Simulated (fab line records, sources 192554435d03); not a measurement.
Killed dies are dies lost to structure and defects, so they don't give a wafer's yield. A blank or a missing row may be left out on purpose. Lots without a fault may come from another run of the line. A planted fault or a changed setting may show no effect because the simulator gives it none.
fab line records | flow n5_finfet
record lots=24 wafers=72 last_day=18
route steps=1938 shown BEOL_M3@999 BEOL_M4@1021
lots that met no fault: from a run of the same line without faults
start_h: hours from the record's first day to the start of the lot's first wafer shown | wait_h: hours since the lot's step before | " the same as in the row above | L1.1+2: a row that stands for several wafers | - no value, or no start given | * or withheld: withheld | < > ~ a bound
route shown NAME@n: a module of which the file shows steps, and the number in the route of the first | usual: mean/standard deviation of fault-free wafers | same: alike in all rows | chamber/n: place in a boat | sites: the reading at each site | _std_site: their standard deviation | _edge_site: outer sites' mean less inner sites' | radius_mm: how far each site lies from the wafer's centre | mask NAME#n: copy n | behind: the tool/chamber that last shaped the wafer | hold: why the lot was held/for how many hours/how that ended | device: the transistor (n, p or np) that didn't switch | end of line: the same wafers' tests at the end of the route | a step without rows: its recipe alone | killed: dies lost to structure and defects at the first sort, not the wafer's yield | map: a wafer's dies, x killed, . not, _ none there
set.NAME: the setting as run; set.NAME@STEP: as run at that earlier step | model.NAME: the simulator's own value behind a step, which no gauge read
steps of the route over a sample of lots; a table a step, a row a wafer
services: from which hour (start_h, from the record's first day; less than 0 if before it) a tool's chamber was out of use, for how many hours, and why
## steps
# step N5_BEOL_M3_ANNEAL_82
# recipe temp_c=400 time_s=240 ambient=vacuum
# usual heater_power_w=853/86
# columns lot.wafer tool chamber start_h wait_h heater_power_w
L074.2 pvd_sputter-03 - 143.52 0.0 801
L074.3 " - " " 1043
L074.4 " - " " 951
L075.2 pvd_sputter-03 - 154.90 0.0 1014
L075.4 " - " " 1032
L075.5 " - " " 809
L076.1 pvd_sputter-03 - 162.03 0.0 806
L076.3 " - " " 1016
L076.4 " - " " 800
L077.1 pvd_sputter-02 - 163.72 0.0 767
L077.4 " - " " 837
L077.6 " - " " 897
L078.1 pvd_sputter-02 - 165.84 0.0 840
L078.3 " - " " 885
L078.6 " - " " 757
L079.1 pvd_sputter-03 - 173.08 0.0 1010
L079.3 " - " " 867
L079.5 " - " " 866
L080.1 pvd_sputter-02 - 180.18 0.0 882
L080.2 " - " " 773
L080.4 " - " " 845
L081.1 pvd_sputter-02 - 195.52 0.0 900
L081.2 " - " " 771
L081.3 " - " " 791
L082.1 pvd_sputter-02 - 209.22 0.0 907
L082.2 " - " " 778
L082.6 " - " " 781
L083.1 pvd_sputter-03 - 219.95 0.0 978
L083.2 " - " " 805
L083.4 " - " " 888
L084.1 pvd_sputter-03 - 225.59 0.0 963
L084.3 " - " " 827
L084.6 " - " " 807
L085.2 pvd_sputter-03 - 227.43 0.0 1018
L085.3 " - " " 872
L085.6 " - " " 776
L086.2 pvd_sputter-02 - 230.28 0.0 838
L086.3 " - " " 912
L086.4 " - " " 778
L088.1 pvd_sputter-01 - 233.36 0.0 733
L088.2 " - " " 722
L088.5 " - " " 923
L087.2 pvd_sputter-03 - 233.43 0.0 843
L087.4 " - " " 811
L087.6 " - " " 828
L089.1 pvd_sputter-02 - 239.85 0.0 842
L089.5 " - " " 831
L089.6 " - " " 770
L090.1 pvd_sputter-01 - 240.60 0.0 924
L090.3 " - " " 726
L090.5 " - " " 727
L091.2 pvd_sputter-01 - 265.84 0.0 853
L091.3 " - " " 714
L091.4 " - " " 763
L092.1 pvd_sputter-02 - 269.90 0.0 927
L092.2 " - " " 777
L092.5 " - " " 837
L094.2 pvd_sputter-02 - 271.74 0.0 859
L094.5 " - " " 778
L094.6 " - " " 765
L093.2 pvd_sputter-01 - 273.80 0.0 837
L093.4 " - " " 750
L093.6 " - " " 756
L095.1 pvd_sputter-02 - 286.16 0.0 874
L095.3 " - " " 764
L095.4 " - " " 793
L096.1 pvd_sputter-01 - 290.70 0.0 746
L096.2 " - " " 840
L096.3 " - " " 711
L097.1 pvd_sputter-02 - 290.84 0.0 919
L097.4 " - " " 763
L097.5 " - " " 905
# step N5_BEOL_M3_CO_CAP_55
# recipe material=Co target_thk_a=20 temp_c=200 precursor=CCTBA/H2 pressure_torr=30 time_s=102.1
# usual heater_power_w=251/43
# columns lot.wafer tool chamber start_h wait_h heater_power_w
L074.2 cvd_co-01 0 145.64 0.0 289
L074.3 " 2 " " 197
L074.4 " 0 " " 299
L075.2 cvd_co-01 2 157.00 0.0 197
L075.4 " 1 " " 289
L075.5 " 2 " " 199
L076.1 cvd_co-02 2 164.39 0.0 239
L076.3 " 0 " " 295
L076.4 " 0 " " 290
L077.1 cvd_co-01 0 165.83 0.0 288
L077.4 " 0 " " 285
L077.6 " 1 " " 287
L078.1 cvd_co-01 2 168.04 0.0 201
L078.3 " 0 " " 291
L078.6 " 0 " " 296
L079.1 cvd_co-01 2 175.42 0.0 198
L079.3 " 0 " " 287
L079.5 " 2 " " 201
L080.1 cvd_co-02 0 182.29 0.0 292
L080.2 " 1 " " 197
L080.4 " 0 " " 295
L081.1 cvd_co-01 2 197.63 0.0 201
L081.2 " 1 " " 286
L081.3 " 0 " " 293
L082.1 cvd_co-02 1 211.33 0.0 198
L082.2 " 2 " " 241
L082.6 " 2 " " 237
L083.1 cvd_co-01 2 222.06 0.0 195
L083.2 " 1 " " 280
L083.4 " 0 " " 280
L084.1 cvd_co-01 0 227.70 0.0 284
L084.3 " 1 " " 284
L084.6 " 2 " " 199
L085.2 cvd_co-02 0 229.92 0.0 298
L085.3 " 1 " " 199
L085.6 " 0 " " 295
L086.2 cvd_co-02 1 232.44 0.0 198
L086.3 " 2 " " 231
L086.4 " 2 " " 233
L088.1 cvd_co-01 1 235.47 0.0 280
L088.2 " 0 " " 293
L088.5 " 1 " " 287
L087.2 cvd_co-02 1 235.79 0.0 197
L087.4 " 1 " " 190
L087.6 " 1 " " 199
L089.1 cvd_co-01 1 241.96 0.0 287
L089.5 " 2 " " 196
L089.6 " 1 " " 286
L090.1 cvd_co-02 1 242.71 0.0 196
L090.3 " 0 " " 297
L090.5 " 1 " " 197
L091.2 cvd_co-01 2 267.95 0.0 197
L091.3 " 1 " " 288
L091.4 " 2 " " 201
L092.1 cvd_co-02 2 272.17 0.0 239
L092.2 " 0 " " 291
L092.5 " 0 " " 299
L094.2 cvd_co-01 1 273.86 0.0 290
L094.5 " 0 " " 288
L094.6 " 1 " " 286
L093.2 cvd_co-01 2 275.90 0.0 198
L093.4 " 0 " " 284
L093.6 " 2 " " 199
L095.1 cvd_co-02 0 288.26 0.0 294
L095.3 " 1 " " 193
L095.4 " 0 " " 294
L096.1 cvd_co-02 0 292.80 0.0 291
L096.2 " 1 " " 198
L096.3 " 2 " " 234
L097.1 cvd_co-02 1 292.95 0.0 195
L097.4 " 1 " " 197
L097.5 " 2 " " 233
# step N5_BEOL_M4_ILD_DEP_00
# recipe material=SiOC target_thk_a=790 temp_c=350 precursor=DEMS/O2 pressure_torr=5 rf_w=500 time_s=15.3
# usual heater_power_w=492/94 showerhead_plenum_p_Torr=5.697/0.016 throttle_valve_pct=12.0/0.45
# columns lot.wafer tool chamber start_h wait_h heater_power_w showerhead_plenum_p_Torr throttle_valve_pct
L074.2 pecvd-03 0 145.89 0.0 364 5.663 12.7
L074.3 " 2 " " 346 5.679 12.3
L074.4 " 0 " " 371 5.692 12.4
L075.2 pecvd-01 0 157.25 0.0 433 5.696 12.0
L075.4 " 0 " " 438 5.694 11.8
L075.5 " 2 " " 603 5.712 11.6
L076.1 pecvd-03 0 164.64 0.0 376 5.675 12.7
L076.3 " 2 " " 386 5.698 12.4
L076.4 " 1 " " 556 5.701 12.5
L077.1 pecvd-03 1 166.08 0.0 580 5.702 12.5
L077.4 " 2 " " 382 5.691 11.8
L077.6 " 1 " " 578 5.700 12.4
L078.1 pecvd-01 2 168.28 0.0 619 5.720 11.6
L078.3 " 1 " " 599 5.696 12.2
L078.6 " 0 " " 485 5.693 11.7
L079.1 pecvd-01 0 175.67 0.0 467 5.694 11.9
L079.3 " 2 " " 601 5.719 11.3
L079.5 " 1 " " 561 5.687 12.3
L080.1 pecvd-03 0 182.56 0.0 318 5.655 12.4
L080.2 " 1 " " 500 5.711 12.4
L080.4 " 2 " " 361 5.682 12.2
L081.1 pecvd-01 1 197.88 0.0 597 5.711 12.6
L081.2 " 2 " " 591 5.700 11.7
L081.3 " 0 " " 494 5.697 12.0
L082.1 pecvd-03 0 211.57 0.0 387 5.667 12.2
L082.2 " 2 " " 310 5.687 12.3
L082.6 " 0 " " 385 5.651 12.3
L083.1 pecvd-02 0 222.31 0.0 510 5.724 11.7
L083.2 " 1 " " 409 5.697 12.2
L083.4 " 2 " " 411 5.698 11.4
L084.1 pecvd-01 1 227.94 0.0 587 5.699 12.3
L084.3 " 0 " " 489 5.705 11.9
L084.6 " 0 " " 464 5.695 11.8
L085.2 pecvd-01 1 230.16 0.0 531 5.708 12.1
L085.3 " 0 " " 431 5.694 12.2
L085.6 " 1 " " 536 5.687 12.1
L086.2 pecvd-03 1 232.70 0.0 505 5.691 12.5
L086.3 " 0 " " 357 5.682 12.6
L086.4 " 0 " " 373 5.666 12.5
L088.1 pecvd-01 2 235.71 0.0 611 5.712 11.0
L088.2 " 0 " " 464 5.707 12.0
L088.5 " 1 " " 600 5.683 12.4
L087.2 pecvd-03 1 236.07 0.0 582 5.698 12.2
L087.4 " 1 " " 585 5.713 12.7
L087.6 " 2 " " 356 5.685 12.0
L089.1 pecvd-01 1 242.21 0.0 573 5.704 12.6
L089.5 " 0 " " 466 5.694 12.3
L089.6 " 2 " " 598 5.710 11.2
L090.1 pecvd-01 0 242.95 0.0 411 5.689 12.2
L090.3 " 2 " " 643 5.719 10.9
L090.5 " 1 " " 528 5.695 12.3
L091.2 pecvd-01 0 268.22 0.0 470 5.702 12.3
L091.3 " 2 " " 623 5.723 11.0
L091.4 " 1 " " 538 5.707 12.3
L092.1 pecvd-01 0 272.42 0.0 457 5.683 12.0
L092.2 " 2 " " 548 5.700 11.3
L092.5 " 2 " " 565 5.718 11.1
L094.2 pecvd-02 0 274.10 0.0 546 5.736 11.8
L094.5 " 1 " " 437 5.707 12.1
L094.6 " 0 " " 541 5.731 11.3
L093.2 pecvd-02 2 276.15 0.0 326 5.693 11.7
L093.4 " 0 " " 582 5.724 11.5
L093.6 " 2 " " 327 5.700 11.6
L095.1 pecvd-01 1 288.51 0.0 598 5.702 12.2
L095.3 " 0 " " 480 5.680 11.9
L095.4 " 1 " " 575 5.704 12.4
L096.1 pecvd-01 0 293.05 0.0 432 5.693 12.1
L096.2 " 2 " " 593 5.710 11.2
L096.3 " 1 " " 534 5.705 12.5
L097.1 pecvd-01 2 293.19 0.0 592 5.693 11.0
L097.4 " 2 " " 589 5.703 11.0
L097.5 " 0 " " 479 5.672 12.0
# step N5_BEOL_M4_OVL_MEAS_12
# recipe points_per_wafer=522
# usual M4_OVL=-0.1/0.85
# columns lot.wafer tool chamber start_h wait_h M4_OVL[nm]
L074.2 overlay-02 0 147.31 0.0 -0.8
L074.3 " 0 " " -1.4
L074.4 " 0 " " -1.7
L075.2 overlay-01 0 158.48 0.0 -1.4
L075.4 " 0 " " -1.0
L075.5 " 0 " " 0.0
L076.1 overlay-02 0 166.82 0.0 0.9
L076.3 " 0 " " 1.3
L076.4 " 0 " " 1.6
L077.1 overlay-01 0 167.98 0.0 0.5
L077.4 " 0 " " 0.0
L077.6 " 0 " " 0.2
L078.1 overlay-02 0 169.38 0.0 0.9
L078.3 " 0 " " 1.0
L078.6 " 0 " " 0.4
L079.1 overlay-01 0 178.04 0.0 -0.4
L079.3 " 0 " " 0.1
L079.5 " 0 " " -0.3
L080.1 overlay-02 0 184.91 0.0 -0.2
L080.2 " 0 " " 1.0
L080.4 " 0 " " 0.1
L081.1 overlay-01 0 199.20 0.0 -0.7
L081.2 " 0 " " 0.5
L081.3 " 0 " " -0.9
L082.1 overlay-01 0 212.75 0.0 -0.4
L082.2 " 0 " " -0.3
L082.6 " 0 " " -0.1
L083.1 overlay-01 0 224.19 0.0 1.2
L083.2 " 0 " " 1.2
L083.4 " 0 " " 1.7
L084.1 overlay-02 0 229.17 0.0 0.9
L084.3 " 0 " " -0.2
L084.6 " 0 " " 0.3
L085.2 overlay-02 0 232.11 0.0 0.6
L085.3 " 0 " " 0.7
L085.6 " 0 " " -0.6
L086.2 overlay-01 0 235.78 0.0 -0.4
L086.3 " 0 " " -0.2
L086.4 " 0 " " -0.9
L088.1 overlay-02 0 237.04 0.0 -0.2
L088.2 " 0 " " 0.5
L088.5 " 0 " " 0.7
L087.2 overlay-02 0 237.20 0.0 -0.9
L087.4 " 0 " " -0.5
L087.6 " 0 " " -0.4
L089.1 overlay-01 0 244.20 0.0 0.9
L089.5 " 0 " " 0.0
L089.6 " 0 " " 0.5
L090.1 overlay-02 0 244.42 0.0 0.3
L090.3 " 0 " " -0.8
L090.5 " 0 " " -0.3
L091.2 overlay-02 0 269.38 0.0 0.2
L091.3 " 0 " " 0.0
L091.4 " 0 " " -0.3
L092.1 overlay-02 0 273.22 0.0 0.1
L092.2 " 0 " " -0.1
L092.5 " 0 " " -0.2
L094.2 overlay-02 0 275.73 0.0 0.1
L094.5 " 0 " " -1.1
L094.6 " 0 " " -0.2
L093.2 overlay-01 0 276.74 0.0 -1.6
L093.4 " 0 " " -1.0
L093.6 " 0 " " -0.8
L095.1 overlay-02 0 290.11 0.0 0.7
L095.3 " 0 " " 0.1
L095.4 " 0 " " -0.3
L096.1 overlay-01 0 294.04 0.0 0.2
L096.2 " 0 " " 0.2
L096.3 " 0 " " -0.4
L097.1 overlay-01 0 294.21 0.0 -0.9
L097.4 " 0 " " -1.9
L097.5 " 0 " " -0.7
# step N5_BEOL_M4_ETCH_63
# recipe chemistry=CF4 target=SiARC target_depth_a=156 mask_material=CAR-EUV time_s=26 ion_energy_ev=80 pressure_mtorr=40 source_w=545 bias_w=36 Ar_flow_sccm=100 cf4_flow_sccm=100 ends=cleared
# usual drypump_motor_current_A=5.7/0.47 etch_rf_on_time_s=25.8/0.48 oes_product_au=0.66/0.062 rf_vpp_V=184.1/1.2 showerhead_plenum_p_Torr=2.16/0.068 throttle_valve_pct=15.58/0.18
# columns lot.wafer tool chamber start_h wait_h drypump_motor_current_A etch_rf_on_time_s oes_product_au rf_hours_counter_h rf_vpp_V showerhead_plenum_p_Torr throttle_valve_pct
L074.2 rie_diel-01 0 147.45 0.0 5.8 26.2 0.65 148 183.5 2.14 15.46
L074.3 " 2 " " 4.8 26.0 0.63 166 182.8 2.05 15.68
L074.4 " 1 " " 5.1 25.2 0.61 226 185.5 2.20 15.60
L075.2 rie_diel-01 3 158.68 0.0 6.1 25.2 0.74 36 185.5 2.28 15.44
L075.4 " 1 " " 5.1 24.9 0.61 232 183.5 2.20 15.63
L075.5 " 3 " " 6.2 25.1 0.74 - 185.3 2.28 15.47
L076.1 rie_diel-01 1 166.96 0.0 5.1 24.8 0.61 234 184.4 2.20 15.63
L076.3 " 3 " " 6.1 25.2 0.73 39 185.5 2.28 15.45
L076.4 " 2 " " 4.8 26.2 0.62 174 182.8 2.05 15.72
L077.1 rie_diel-04 2 168.25 0.0 6.1 26.1 0.59 237 182.0 2.11 15.57
L077.4 " 0 " " 6.1 26.4 0.64 168 183.4 2.13 15.85
L077.6 " 1 " " 6.0 25.9 0.73 - 185.4 2.17 15.61
L078.1 rie_diel-03 3 169.56 0.0 5.9 25.9 0.57 247 184.4 2.21 15.75
L078.3 " 2 " " 5.2 25.3 0.67 164 183.4 2.14 15.50
L078.6 " 3 " " 5.9 26.1 0.57 - 185.3 2.20 15.73
L079.1 rie_diel-01 2 178.18 0.0 4.8 26.2 0.61 177 183.0 2.05 15.72
L079.3 " 3 " " 6.2 25.2 0.73 42 184.6 2.28 15.48
L079.5 " 3 " " 6.1 25.1 0.73 - 185.8 2.28 15.45
L080.1 rie_diel-04 3 185.05 0.0 5.9 25.9 0.62 210 184.3 2.20 15.63
L080.2 " 1 " " 6.0 25.6 0.72 44 184.7 2.17 15.64
L080.4 " 0 " " 6.0 26.5 0.63 174 182.7 2.13 15.88
L081.1 rie_diel-04 2 199.35 0.0 6.1 26.3 0.58 247 183.9 2.11 15.60
L081.2 " 3 " " 5.9 26.0 0.61 214 185.7 2.20 15.66
L081.3 " 1 " " 6.0 26.0 0.72 47 183.7 2.17 15.65
L082.1 rie_diel-04 3 213.10 0.0 5.9 25.8 0.61 221 186.3 2.20 15.65
L082.2 " 1 " " 6.0 25.9 0.71 52 183.6 2.17 15.67
L082.6 " 0 " " 6.1 26.2 0.63 - 183.1 2.13 15.89
L083.1 rie_diel-04 1 224.34 0.0 6.0 26.1 0.71 57 184.6 2.17 15.67
L083.2 " 3 " " 5.9 26.2 0.60 226 184.4 2.20 15.66
L083.4 " 1 " " 6.0 26.0 0.70 - 184.0 2.17 15.67
L084.1 rie_diel-04 1 229.35 0.0 6.0 25.8 0.71 60 183.5 2.17 15.68
L084.3 " 0 " " 6.1 26.5 0.63 191 183.0 2.12 15.89
L084.6 " 3 " " 5.9 26.2 0.60 - 184.2 2.19 15.67
L085.2 rie_diel-03 3 232.25 0.0 5.9 25.5 0.79 8 185.2 2.20 15.28
L085.3 " 1 " " 5.4 26.6 0.63 157 184.7 2.14 15.42
L085.6 " 2 " " 5.2 25.6 0.64 - 182.6 2.13 15.53
L086.2 rie_diel-01 2 235.98 0.0 4.8 25.8 0.60 202 183.7 2.04 15.76
L086.3 " 3 " " 6.2 24.9 0.72 54 186.2 2.27 15.48
L086.4 " 2 " " 4.8 25.7 0.61 - 184.0 2.04 15.76
L088.1 rie_diel-01 3 237.19 0.0 6.2 25.1 0.71 54 186.0 2.27 15.49
L088.2 " 0 " " 5.8 26.3 0.63 185 182.8 2.13 15.54
L088.5 " 0 " " 5.8 26.3 0.62 - 184.1 2.13 15.53
L087.2 rie_diel-03 0 237.34 0.0 5.3 26.1 0.66 123 183.8 2.23 15.39
L087.4 " 2 " " 5.2 25.4 0.64 188 183.8 2.13 15.54
L087.6 " 0 " " 5.3 26.0 0.67 - 185.6 2.23 15.38
L089.1 rie_diel-03 0 244.35 0.0 5.3 26.3 0.66 125 184.9 2.23 15.39
L089.5 " 0 " " 5.3 26.1 0.66 - 185.0 2.23 15.39
L089.6 " 1 " " 5.4 26.8 0.63 - 182.7 2.13 15.43
L090.1 rie_diel-01 3 244.57 0.0 6.2 25.2 0.71 58 186.0 2.27 15.51
L090.3 " 0 " " 5.8 26.2 0.62 189 182.8 2.13 15.55
L090.5 " 3 " " 6.2 25.2 0.71 - 184.8 2.27 15.50
L091.2 rie_diel-03 0 269.51 0.0 5.3 26.1 0.66 133 187.0 2.23 15.40
L091.3 " 3 " " 5.9 25.0 0.78 19 184.3 2.20 15.32
L091.4 " 1 " " 5.4 26.7 0.62 168 183.6 2.13 15.45
L092.1 rie_diel-01 2 273.62 0.0 4.8 25.8 0.59 218 183.5 2.04 15.78
L092.2 " 0 " " 5.9 26.1 0.61 200 184.5 2.12 15.56
L092.5 " 3 " " 6.2 25.4 0.70 - 184.3 2.27 15.51
L094.2 rie_diel-04 2 276.18 0.0 6.1 25.2 0.79 15 185.1 2.10 15.13
L094.5 " 2 " " 6.1 25.3 0.78 - 183.2 2.10 15.15
L094.6 " 1 " " 6.0 25.8 0.69 - 184.0 2.16 15.72
L093.2 rie_diel-01 0 276.88 0.0 5.8 26.5 0.60 203 185.2 2.12 15.58
L093.4 " 3 " " 6.2 25.5 0.69 - 185.1 2.26 15.52
L093.6 " 0 " " 5.8 26.4 0.60 - 182.7 2.12 15.57
L095.1 rie_diel-01 0 290.29 0.0 5.8 26.1 0.60 208 183.9 2.12 15.59
L095.3 " 1 " " 5.1 24.8 0.85 3 185.5 2.19 15.15
L095.4 " 3 " " 6.1 25.4 0.69 77 184.0 2.26 15.55
L096.1 rie_diel-01 0 294.19 0.0 5.8 26.6 0.61 209 183.9 2.12 15.60
L096.2 " 1 " " 5.1 25.0 0.85 5 185.8 2.19 15.18
L096.3 " 2 " " 4.8 26.3 0.59 227 183.0 2.03 15.82
L097.1 rie_diel-04 1 294.35 0.0 6.0 26.0 0.68 81 184.0 2.16 15.73
L097.4 " 2 " " 6.0 25.1 0.78 - 184.3 2.10 15.15
L097.5 " 1 " " 6.0 25.8 0.68 - 183.0 2.16 15.73
# step N5_BEOL_M4_STRIP_66
# recipe chemistry=CF4 resist=SiARC power_w=300 bias_power_w=75 pressure_mtorr=50 cf4_flow_sccm=150 rf_frequency_hz=6e+07
# usual drypump_motor_current_A=5.7/0.47 oes_product_au=0.76/0.066 rf_vpp_V=271.5/1.5 showerhead_plenum_p_Torr=1.80/0.055 throttle_valve_pct=13.55/0.19
# columns lot.wafer tool chamber start_h wait_h drypump_motor_current_A oes_product_au rf_hours_counter_h rf_vpp_V showerhead_plenum_p_Torr throttle_valve_pct
L074.2 rie_diel-01 0 147.61 0.0 5.8 0.76 148 272.0 1.79 13.46
L074.3 " 2 " " 4.8 0.72 166 269.7 1.72 13.66
L074.4 " 1 " " 5.1 0.70 226 273.5 1.84 13.60
L075.2 rie_diel-01 3 158.84 0.0 6.1 0.84 37 273.4 1.90 13.38
L075.4 " 1 " " 5.1 0.70 232 272.1 1.84 13.60
L075.5 " 3 " " 6.2 0.84 - 273.3 1.90 13.36
L076.1 rie_diel-01 1 167.12 0.0 5.1 0.70 234 271.5 1.84 13.61
L076.3 " 3 " " 6.2 0.85 39 273.9 1.90 13.38
L076.4 " 2 " " 4.8 0.71 174 270.0 1.72 13.69
L077.1 rie_diel-04 2 168.41 0.0 6.1 0.70 237 269.2 1.77 13.59
L077.4 " 0 " " 6.1 0.75 168 272.3 1.79 13.83
L077.6 " 1 " " 6.0 0.85 - 272.4 1.80 13.50
L078.1 rie_diel-03 3 169.72 0.0 5.9 0.66 247 271.8 1.85 13.78
L078.3 " 2 " " 5.2 0.76 164 272.0 1.80 13.51
L078.6 " 3 " " 5.9 0.67 - 272.3 1.85 13.75
L079.1 rie_diel-01 2 178.35 0.0 4.8 0.72 178 271.4 1.72 13.70
L079.3 " 3 " " 6.1 0.83 42 274.2 1.90 13.40
L079.5 " 3 " " 6.1 0.84 - 273.5 1.90 13.38
L080.1 rie_diel-04 3 185.21 0.0 5.9 0.71 210 273.3 1.84 13.63
L080.2 " 1 " " 6.0 0.84 44 270.4 1.80 13.51
L080.4 " 0 " " 6.1 0.74 174 270.5 1.79 13.87
L081.1 rie_diel-04 2 199.51 0.0 6.1 0.68 247 271.5 1.77 13.62
L081.2 " 3 " " 5.9 0.70 214 271.5 1.84 13.63
L081.3 " 1 " " 6.0 0.81 47 270.1 1.80 13.52
L082.1 rie_diel-04 3 213.26 0.0 5.9 0.71 221 272.5 1.84 13.65
L082.2 " 1 " " 6.0 0.82 53 271.1 1.80 13.53
L082.6 " 0 " " 6.1 0.73 - 273.2 1.78 13.89
L083.1 rie_diel-04 1 224.50 0.0 6.0 0.82 58 270.7 1.80 13.54
L083.2 " 3 " " 5.9 0.70 226 272.9 1.83 13.65
L083.4 " 1 " " 6.0 0.82 - 271.3 1.80 13.54
L084.1 rie_diel-04 1 229.51 0.0 6.0 0.81 60 271.9 1.80 13.56
L084.3 " 0 " " 6.1 0.73 191 270.3 1.78 13.90
L084.6 " 3 " " 5.9 0.71 - 272.7 1.83 13.66
L085.2 rie_diel-03 3 232.41 0.0 5.9 0.92 8 271.3 1.85 13.25
L085.3 " 1 " " 5.4 0.75 157 270.3 1.80 13.46
L085.6 " 2 " " 5.2 0.75 - 270.3 1.79 13.54
L086.2 rie_diel-01 2 236.14 0.0 4.8 0.69 202 268.8 1.71 13.73
L086.3 " 3 " " 6.2 0.82 54 272.6 1.90 13.42
L086.4 " 2 " " 4.8 0.70 - 267.3 1.71 13.74
L088.1 rie_diel-01 3 237.35 0.0 6.2 0.81 54 273.0 1.90 13.41
L088.2 " 0 " " 5.8 0.73 185 271.5 1.78 13.53
L088.5 " 0 " " 5.8 0.72 - 270.7 1.78 13.54
L087.2 rie_diel-03 0 237.50 0.0 5.3 0.77 123 273.3 1.86 13.37
L087.4 " 2 " " 5.2 0.74 188 271.3 1.79 13.56
L087.6 " 0 " " 5.3 0.78 - 274.8 1.86 13.35
L089.1 rie_diel-03 0 244.51 0.0 5.3 0.78 125 272.7 1.86 13.39
L089.5 " 0 " " 5.3 0.77 - 272.3 1.86 13.37
L089.6 " 1 " " 5.4 0.74 - 271.9 1.79 13.46
L090.1 rie_diel-01 3 244.73 0.0 6.1 0.81 58 273.1 1.89 13.43
L090.3 " 0 " " 5.9 0.72 189 270.9 1.78 13.55
L090.5 " 3 " " 6.2 0.81 - 272.0 1.89 13.42
L091.2 rie_diel-03 0 269.67 0.0 5.3 0.77 133 273.6 1.86 13.38
L091.3 " 3 " " 5.9 0.89 19 274.0 1.84 13.26
L091.4 " 1 " " 5.4 0.74 168 271.1 1.79 13.46
L092.1 rie_diel-01 2 273.78 0.0 4.8 0.69 218 267.4 1.71 13.78
L092.2 " 0 " " 5.9 0.72 200 270.5 1.77 13.57
L092.5 " 3 " " 6.1 0.79 - 272.4 1.89 13.46
L094.2 rie_diel-04 2 276.34 0.0 6.0 0.90 15 271.8 1.76 13.09
L094.5 " 2 " " 6.0 0.90 - 270.6 1.76 13.09
L094.6 " 1 " " 6.0 0.80 - 271.5 1.79 13.60
L093.2 rie_diel-01 0 277.04 0.0 5.8 0.72 203 271.4 1.77 13.58
L093.4 " 3 " " 6.1 0.79 - 273.0 1.89 13.46
L093.6 " 0 " " 5.8 0.71 - 272.1 1.77 13.57
L095.1 rie_diel-01 0 290.45 0.0 5.8 0.71 208 270.2 1.77 13.58
L095.3 " 1 " " 5.1 0.97 4 271.7 1.83 13.08
L095.4 " 3 " " 6.2 0.79 77 274.0 1.89 13.46
L096.1 rie_diel-01 0 294.35 0.0 5.8 0.71 209 269.8 1.77 13.59
L096.2 " 1 " " 5.1 0.96 5 271.9 1.83 13.08
L096.3 " 2 " " 4.8 0.69 227 270.1 1.70 13.80
L097.1 rie_diel-04 1 294.51 0.0 6.0 0.79 81 272.2 1.79 13.61
L097.4 " 2 " " 6.1 0.88 - 269.4 1.76 13.10
L097.5 " 1 " " 6.0 0.79 - 271.8 1.79 13.61
## services
# columns tool chamber start_h hours kind
rie_diel-03 - 150.21 4.3 pm
rie_diel-04 1 161.52 5.3 repair
cvd_co-02 2 166.16 9.0 repair
pecvd-02 - 181.06 0.7 repair
pecvd-01 - 191.71 0.4 repair
rie_diel-01 3 191.98 14.3 repair
rie_diel-04 2 210.28 - clean
rie_diel-04 2 210.28 - consumable_replace:focus_ring
rie_diel-04 2 210.28 22.0 scheduled_down
rie_diel-04 2 210.28 22.0 vent_cycle
rie_diel-03 - 211.67 1.7 repair
cvd_co-02 2 235.07 3.4 repair
cvd_co-01 0 252.59 8.9 repair
rie_diel-01 1 257.44 - clean
rie_diel-01 1 257.44 - consumable_replace:focus_ring
rie_diel-01 1 257.44 24.3 scheduled_down
rie_diel-01 1 257.44 24.3 vent_cycle
pecvd-03 - 258.70 26.5 repair
cvd_co-02 1 258.73 4.7 repair
cvd_co-02 - 262.55 6.0 pm
rie_diel-04 1 287.30 4.7 repair
rie_diel-03 3 291.56 6.8 repair
rie_diel-04 3 292.69 - clean
rie_diel-03 - 293.56 1.1 repair
## key
fault none
